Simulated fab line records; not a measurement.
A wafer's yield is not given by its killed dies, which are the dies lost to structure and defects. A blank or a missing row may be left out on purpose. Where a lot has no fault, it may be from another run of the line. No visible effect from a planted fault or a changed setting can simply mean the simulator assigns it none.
Matching of chambers :: flow n5 finfet :: N5_FIN_CUT_CUT_ETCH_28 on rie si-06 has 4 sister chambers
The step etches Si in HBr/Cl2/O2, target depth 6 nm, time 2.4 s. 7 wafers are shown with their chamber, then 9 later ones without.

## WAFERS, EACH WITH ITS CHAMBER
wafer: L089.3
chamber: 2
he backside leak sccm (sccm): 2.8
oes product au (a.u.): 0.993

wafer: L089.6
chamber: 3
he backside leak sccm (sccm): 2.7
oes product au (a.u.): 0.982

wafer: L090.4
chamber: 3
he backside leak sccm (sccm): 2.8
oes product au (a.u.): 0.984

wafer: L090.6
chamber: 1
he backside leak sccm (sccm): 2.6
oes product au (a.u.): 0.995

wafer: L091.1
chamber: 2
he backside leak sccm (sccm): 2.7
oes product au (a.u.): 0.986

wafer: L091.3
chamber: 0
he backside leak sccm (sccm): 3.0
oes product au (a.u.): 0.996

wafer: L091.6
chamber: 1
he backside leak sccm (sccm): 2.5
oes product au (a.u.): 1.008

## WAFERS WITH NO CHAMBER GIVEN
wafer: L092.2
he backside leak sccm (sccm): 2.5
oes product au (a.u.): 1.008

wafer: L092.4
he backside leak sccm (sccm): 2.9
oes product au (a.u.): 0.991

wafer: L092.6
he backside leak sccm (sccm): 2.7
oes product au (a.u.): 0.992

wafer: L093.1
he backside leak sccm (sccm): 2.7
oes product au (a.u.): 0.987

wafer: L093.2
he backside leak sccm (sccm): 3.2
oes product au (a.u.): 0.986

wafer: L093.5
he backside leak sccm (sccm): 2.8
oes product au (a.u.): 0.990

wafer: L097.2
he backside leak sccm (sccm): 3.0
oes product au (a.u.): 0.993

wafer: L097.4
he backside leak sccm (sccm): 2.8
oes product au (a.u.): 0.997

wafer: L097.6
he backside leak sccm (sccm): 2.9
oes product au (a.u.): 0.988

## EACH ONE'S CHAMBER
wafer: L092.2
from the rows above: 1
in truth: 1

wafer: L092.4
from the rows above: can't be placed: 0 or 2 or 3
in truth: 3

wafer: L092.6
from the rows above: can't be placed: 2 or 3 or 1
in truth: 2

wafer: L093.1
from the rows above: can't be placed: 2 or 3
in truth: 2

wafer: L093.2
from the rows above: 0
in truth: 0

wafer: L093.5
from the rows above: can't be placed: 2 or 3
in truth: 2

wafer: L097.2
from the rows above: 0
in truth: 0

wafer: L097.4
from the rows above: can't be placed: 2 or 3 or 0
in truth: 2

wafer: L097.6
from the rows above: can't be placed: 0 or 2 or 3
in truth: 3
Placed correctly: 3 of 9. From these rows, 6 cannot be placed; in 6 the true chamber is one of the candidates. Wrongly placed: 0.
How it was worked out, from the rows above alone: a wafer's distance from a chamber is the root of the sum, over the readings, of the square of ((its reading less the chamber's mean) divided by the reading's scatter). The wafer belongs to the nearest chamber; if the next one is less than 2 further off, it can't be placed. For every chamber, the mean is computed from those of its wafers that are shown. The scatter is the square root of a quotient: the sum, over the shown wafers, of each reading's squared deviation from its chamber's mean, divided by wafers minus chambers.
